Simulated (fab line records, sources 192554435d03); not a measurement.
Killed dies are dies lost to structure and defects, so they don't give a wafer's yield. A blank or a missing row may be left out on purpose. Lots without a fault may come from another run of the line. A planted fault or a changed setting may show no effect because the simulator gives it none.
Split-lot experiment | flow n5_finfet | 7 lots, 21 wafers read, on a route of 1938 steps

THE SPLIT
At N5_BEOL_M14_EXPOSE_25 (exposes mask M14, target cd 280 nm), the setting dose_mj was moved away from the recipe's 26.6 on 10 of the 21 wafers read, by -5.2% to +7.3%. The other wafers ran this setting at the recipe's value.

FROM THE SPLIT TO THE READING: what the file shows between them, 2 steps
- N5_BEOL_M14_DEVELOP_27: develop time 45 s (also split here: develop_time_s)
- N5_BEOL_M14_HARDBAKE_32: time 120 s

THE READING
cd_nm, in nm, at N5_BEOL_M14_CD_MEAS_28 (target cd 284.4 nm). Fault-free wafers of this fab line usually give 283.0 nm, standard deviation 2.2 nm.

wafer  | tool, chamber at the split | dose_mj as run | against the recipe | cd_nm, nm | against lot-mates on the recipe
L074.1 | krf_scanner-01, 0          | 26.6           | recipe             | 282.0     | -
L074.2 | krf_scanner-01, 0          | 26.6           | recipe             | 284.0     | -
L074.5 | krf_scanner-01, 0          | 26.6           | recipe             | 282.9     | -
L079.3 | krf_scanner-01, 0          | 26.6           | recipe             | 283.2     | -
L079.4 | krf_scanner-01, 0          | 25.56          | -3.9%              | 277.0     | -5.6
L079.5 | krf_scanner-01, 0          | 26.6           | recipe             | 282.1     | -
L081.1 | krf_scanner-02, 0          | 26.6           | recipe             | 286.8     | -
L081.2 | krf_scanner-02, 0          | 28.54          | +7.3%              | 297.8     | +11.0
L081.3 | krf_scanner-02, 0          | 28.54          | +7.3%              | 301.9     | +15.1
L080.3 | krf_scanner-02, 0          | 26.6           | recipe             | 285.7     | -
L080.5 | krf_scanner-02, 0          | 27.39          | +3.0%              | 289.1     | +3.4
L080.6 | krf_scanner-02, 0          | 27.39          | +3.0%              | 288.5     | +2.8
L089.1 | krf_scanner-02, 0          | 25.35          | -4.7%              | 275.1     | -8.1
L089.2 | krf_scanner-02, 0          | 26.6           | recipe             | 283.2     | -
L089.6 | krf_scanner-02, 0          | 25.35          | -4.7%              | 277.5     | -5.7
L092.2 | krf_scanner-01, 0          | 26.6           | recipe             | 282.1     | -
L092.4 | krf_scanner-01, 0          | 26.6           | recipe             | 282.6     | -
L092.5 | krf_scanner-01, 0          | 25.21          | -5.2%              | 272.8     | -9.6
L094.1 | krf_scanner-01, 0          | 27.23          | +2.4%              | 285.1     | +2.6
L094.3 | krf_scanner-01, 0          | 26.6           | recipe             | 282.5     | -
L094.6 | krf_scanner-01, 0          | 27.23          | +2.4%              | 287.2     | +4.7

THE FIT
A straight line over all 21 wafers: cd_nm changes by +1.94 nm for each +1% of dose_mj; r = +0.96; the points scatter about the line by 1.8 nm.
The same after taking each lot's own level away (the mean of its wafers on the recipe; 21 wafers): +1.64 nm for each +1%; r = +0.98; scatter 1.2 nm.
On that fit, the largest move of dose_mj shifts the reading by 12 nm.
The lots' own levels span 282.35 to 286.80 nm, that is 2.0 times the standard deviation above.
So the lot-to-lot level changes the slope: the two fits differ.
Check: with one of the wafers moved furthest among these (+7.3%) left out of the fit, the line predicts +12.2 nm for it against its lot-mates. It came out at +11 nm against them.

OTHER SPLITS ON THESE WAFERS
These wafers also went through other splits before the reading. Each is held against what the fit with the lots' levels taken away leaves over:
other split on the same wafers        | wafers away from the commonest value | r with cd_nm (lot level and that fit taken away)
N5_BEOL_M13_COAT_66 spin_rpm          | 10                                   | +0.12
N5_BEOL_M14_DEVELOP_27 develop_time_s | 7                                    | +0.00

THE WHOLE CHAIN: every reading that the file lists as answering this split, in the file's order
step                   | what it does                    | reading                                                         | change (the file's fit)              | r (the file's)
N5_BEOL_M14_CD_MEAS_28 | target cd 284.4 nm              | cd_nm                                                           | +1.64 nm for each +1% of the setting | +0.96
N5_BEOL_M14_DESCUM_33  | chemistry O2, time 7.9 s        | BEOL_M14.cd_nm (the simulator's own value, which no gauge read) | +1.67 nm for each +1% of the setting | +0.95
N5_BEOL_M14_ETCH_68    | etches SOC in N2/H2, time 450 s | BEOL_M14.cd_nm (the simulator's own value, which no gauge read) | +1.85 nm for each +1% of the setting | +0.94

THE FILE'S OWN FIT
cd_nm changes by +1.64 nm for each +1% of dose_mj, r = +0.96.
